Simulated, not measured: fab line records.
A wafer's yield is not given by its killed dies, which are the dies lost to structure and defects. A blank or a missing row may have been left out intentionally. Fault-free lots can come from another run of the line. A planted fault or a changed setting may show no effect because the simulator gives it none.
Comparing a struck lot with a sound one -- flow n5 finfet -- 36 steps out of a route of 1938
Sound: wafers L531.2, L531.3, L531.4. Struck: wafer L525.3; the same lot's L525.6 was not struck, so it is left out; see the end for the cause.
For every step that has rows: the tool of each side, followed by ch and its chambers, followed by its first start. Under that, the readings that differ: sound wafers -- struck wafers -- difference of the means -- sigmas: that difference in standard deviations of wafers without a fault.
alike: readings with means less than 2 such deviations apart, plus words and numbers identical on both sides. not compared: withheld readings, readings lacking a value on some wafer, bounds such as >300 that could conceal the same value, and numbers that have no deviation in the record and whose values overlap.
The two part at a step that has a row with sigmas, a row that says differs or no value, or rows on one side only. Non-overlapping numbers with no deviation appear without sigmas and do not part them. A reading missing from all wafers of one side parts the sides only when that side holds two or more wafers.

first, 9 steps without rows for these wafers: N5_SD_EPI_N_DEVELOP_08 (develop time 30 s); N5_SD_EPI_N_DESCUM_14 (chemistry O2, time 7.9 s); N5_SD_EPI_N_ETCH_34 (etches SiARC in CF4, target depth 45.5 nm, time 75.8 s); N5_SD_EPI_N_ETCH_35 (etches SOC in N2/H2, overetch 108 nm, time 486 s); N5_SD_EPI_N_STRIP_36 (strips in N2/H2); N5_SD_EPI_N_ETCHBACK_44 (etches SiNx in CH3F/O2, stops on SiO2, target depth 14.5 nm); N5_SD_EPI_N_ETCH_45 (etches SiOCN in CH3F/O2, target depth 6 nm); N5_SD_EPI_N_ETCH_16 (etches SiO2 in CHF3/O2, target depth 5 nm); N5_SD_EPI_N_STRIP_47 (strips in CHF3/O2).
N5_SD_EPI_N_SD_RECESS_17: chemistry HBr/Cl2/O2, target depth 41 nm, time 23.7 s, bt time 3 s.
  sound on rie si-02 ch 1,2,3, day 8 00:24; struck on rie si-03 ch 0, day 6 12:46
reading,sound,struck,difference,sigmas
rf hours counter h (h),89 70 125,64,-31,
model.SD_EPI_N.feature depth nm (nm),40.2 40.4 41.2,47.2,+6.6,
model.etch.depth nm (nm),40.11 40.39 41.3,47.29,+6.69,
model.Si_of_WELL_APT_EPI_41.thk nm (nm),9 8.6 7.6,4.2,-4.2,
  alike: drypump motor current A, oes product au, throttle valve pct
then, 2 steps without rows for these wafers: N5_SD_EPI_N_STRIP_38 (strips in N2/H2); N5_SD_EPI_N_WET_ETCH_43 (etches SiO2 in dHF, time 14 s, target depth 1.5 nm).
N5_SD_EPI_N_STRIP_18: strips in SPM, time 750 s.
  sound on wet bench-01 ch 5,6,7, day 8 00:37; struck on wet bench-03 ch 0, day 6 12:57
reading,sound,struck,difference,sigmas
model.Si_of_WELL_APT_EPI_41.thk nm (nm),8.6 8.4 7.2,3.8,-4.3,
then, 21 steps without rows for these wafers: N5_SD_EPI_N_SRD_20 (time 30 s); N5_SD_EPI_N_PRECLEAN_48 (cleans in NF3:NH3, afs cycles 2, time 20 s, sublimation time 60 s); N5_SD_EPI_N_VAPOR_ETCH_50 (etches Si in HCl, time 54 s); N5_SD_EPI_N_EPI_21 (deposits Si:P, time 690 s); N5_SD_EPI_N_PRECLEAN_24 (cleans in O3/DIW, time 60 s); N5_SD_EPI_N_SRD_25 (time 30 s); N5_SD_EPI_N_PRECLEAN_49 (cleans in NF3:NH3, afs cycles 1, time 20 s, sublimation time 60 s); N5_SD_EPI_N_LINER_46 (material SiNx, target thk 3 nm); N5_SD_EPI_P_COAT_34 (time 60 s, resist thk 350 nm); N5_SD_EPI_P_COAT_35 (time 60 s, resist thk 35 nm); N5_SD_EPI_P_COAT_03 (resist thk 150 nm); N5_SD_EPI_P_EBR_05; N5_SD_EPI_P_SOFTBAKE_04 (time 60 s); N5_SD_EPI_P_EXPOSE_06 (exposes mask SD P BLK, target cd 240 nm); N5_SD_EPI_P_PEB_07 (peb time 60 s); N5_SD_EPI_P_DEVELOP_08 (develop time 30 s); N5_SD_EPI_P_DESCUM_14 (chemistry O2, time 7.9 s); N5_SD_EPI_P_ETCH_36 (etches SiARC in CF4, target depth 45.5 nm, time 75.8 s); N5_SD_EPI_P_ETCH_37 (etches SOC in N2/H2, overetch 108 nm, time 486 s); N5_SD_EPI_P_STRIP_38 (strips in N2/H2); N5_SD_EPI_P_ETCHBACK_46 (etches SiNx in CH3F/O2, stops on SiO2, target depth 17.5 nm).
-- here the record skips 6 days between the struck wafers' starts before and after, leaving off in module SD_EPI_P and picking up in module BEOL_M4 (first step shown: number 1111 of the route) --
N5_BEOL_M4_RC_MEAS_101:
  sound on prober-01 ch 0, day 13 12:42; struck on prober-01 ch 0, day 12 16:32
reading,sound,struck,difference,sigmas
CJ_N,4.40 4.38 4.48,4.87,+0.45,+5
DIBL_N (mV/V),37.6 34.7 32.5,45.9,+11.0,+6
DIBL_P (mV/V),36.2 33.3 30.5,41.4,+8.1,+3
IOFF_N (nA/um),0.17 0.13 0.11,0.82,+0.68,+19
IOFF_N_85C (nA/um),3.2 2.6 2.2,12.8,+10.1,+17
IOFF_N_LIN (nA/um),0.076 0.061 0.053,0.134,+0.071,+5
IOFF_P (nA/um),0.22 0.17 0.15,0.28,+0.10,+2
ION_N (uA/um),675 675 664,715,+44,+4
SS_N (mV/dec),71.5 71.0 70.4,81.1,+10.1,+16
SS_P (mV/dec),73.6 72.9 72.1,74.9,+2.0,+3
VT_N (mV),249 255 254,242,-11,-3
  alike: ION_P, VT_P
-- here the record skips 4 days between the struck wafers' starts before and after, leaving off in module BEOL_M4 and picking up in module PASSIVATION (first step shown: number 1936 of the route) --
N5_PASSIVATION_PROBE_49:
  sound on prober-01 at day 18 10:49; struck on prober-01 at day 17 03:10
reading,sound,struck,difference,sigmas
sort_bin_4_leakage (%),0 0 0,90.85,+90.85,+99 or more
sort n pass,1086 1080 1091,3,-1083,-64
sort yield pct (%),92.0 91.5 92.5,0.3,-91.7,-66
  alike: defect limited yield, killed_at_M0_to_M3, killed_at_M4_up, killed at contacts, killed at front end, killed at other, killed dies, killed open, killed short, sort_bin_5_function, sort_bin_6_memory

== WHERE THEY PART ==
Earliest at N5_BEOL_M4_RC_MEAS_101; latest, in this record, at N5_PASSIVATION_PROBE_49.

WHY: what the simulator had put in
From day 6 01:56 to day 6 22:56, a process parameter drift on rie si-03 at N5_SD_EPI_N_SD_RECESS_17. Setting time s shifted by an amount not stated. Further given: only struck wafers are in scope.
